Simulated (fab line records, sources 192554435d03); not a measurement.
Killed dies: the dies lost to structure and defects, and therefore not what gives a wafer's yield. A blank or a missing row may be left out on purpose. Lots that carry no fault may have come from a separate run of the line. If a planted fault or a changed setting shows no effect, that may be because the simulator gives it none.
Split-lot study | flow n5 finfet | 21 wafers read from 7 lots, route of 1938 steps

SPLIT DETAILS
At N5_SD_EPI_P_ETCH_16 (etches SiO2 in CHF3/O2, target depth 5 nm), the setting target depth a was moved away from the recipe's 50 angstrom on 7 of the 21 wafers read, by -8.8% to +9.2%. All remaining wafers had this setting at the recipe value.

The reading comes from the split's own step.

THE READING
etch.depth nm (the simulator's own value, which no gauge read), in nm, at N5_SD_EPI_P_ETCH_16 (etches SiO2 in CHF3/O2, target depth 5 nm). There is no usual value for it anywhere in the file. Average 4.977 nm, standard deviation 0.092 nm, over the 14 wafers here run with the recipe.

wafer  | tool, chamber at the split | target depth a as run, angstrom | against the recipe | etch.depth nm, nm | against lot-mates on the recipe
L075.2 | rie diel-02, 1             | 46.11                           | -7.8%              | 4.513             | -0.351
L075.3 | rie diel-02, 0             | 46.11                           | -7.8%              | 4.508             | -0.356
L075.4 | rie diel-02, 0             | 50                              | recipe             | 4.864             | -
L078.1 | rie diel-02, 2             | 50                              | recipe             | 4.98              | -
L078.2 | rie diel-02, 0             | 50                              | recipe             | 4.848             | -
L078.5 | rie diel-02, 3             | 50                              | recipe             | 4.963             | -
L080.2 | rie diel-04, 2             | 50                              | recipe             | 5.114             | -
L080.4 | rie diel-04, 0             | 50                              | recipe             | 5                 | -
L080.6 | rie diel-04, 0             | 50                              | recipe             | 5.018             | -
L081.3 | rie diel-02, 0             | 45.62                           | -8.8%              | 4.412             | -0.584
L081.5 | rie diel-02, 2             | 45.62                           | -8.8%              | 4.553             | -0.443
L081.6 | rie diel-02, 3             | 50                              | recipe             | 4.996             | -
L087.3 | rie diel-04, 1             | 54.6                            | +9.2%              | 5.573             | no lot-mate on the recipe
L087.4 | rie diel-04, 3             | 54.6                            | +9.2%              | 5.45              | no lot-mate on the recipe
L087.6 | rie diel-04, 1             | 54.6                            | +9.2%              | 5.548             | no lot-mate on the recipe
L093.4 | rie diel-05, 3             | 50                              | recipe             | 4.976             | -
L093.5 | rie diel-05, 2             | 50                              | recipe             | 4.96              | -
L093.6 | rie diel-05, 1             | 50                              | recipe             | 4.767             | -
L096.2 | rie diel-04, 3             | 50                              | recipe             | 5.083             | -
L096.4 | rie diel-04, 2             | 50                              | recipe             | 5.074             | -
L096.5 | rie diel-04, 3             | 50                              | recipe             | 5.038             | -

THE FIT
A straight line over all 21 wafers: etch.depth nm changes by +0.0587 nm for each +1% of target depth a; r = +0.96; the points scatter about the line by 0.086 nm.
The same after taking each lot's own level away (the mean of its wafers on the recipe; 18 wafers): +0.0529 nm for each +1%; r = +0.95; scatter 0.065 nm.
According to that fit, moving target depth a by its largest amount changes the reading by 0.49 nm.
The lots' own levels span 4.8640 to 5.0650 nm, that is 2.2 times the standard deviation above.
So the lot-to-lot level changes the slope: the two fits differ.
Check: -0.415 nm against its lot-mates is what the line predicts for one of the wafers moved furthest among these (-8.8%) when that wafer is left out of the fit. It came out at -0.584 nm against them.

THESE WAFERS: OTHER SPLITS
Before the reading, these wafers also passed through other splits. Each is held against what the fit with the lots' levels taken away leaves over:
other split on the same wafers | wafers away from the commonest value | r with etch.depth nm (lot level and that fit taken away)
N5_WELL_APT_COAT_02 spin rpm   | 7                                    | -0.08
N5_SD_EPI_N_COAT_32 spin rpm   | 6                                    | -0.03
N5_SD_EPI_N_COAT_33 spin rpm   | 8                                    | +0.22

THE FILE'S OWN FIT
etch.depth nm changes by +0.0528 nm for each +1% of target depth a, r = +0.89.
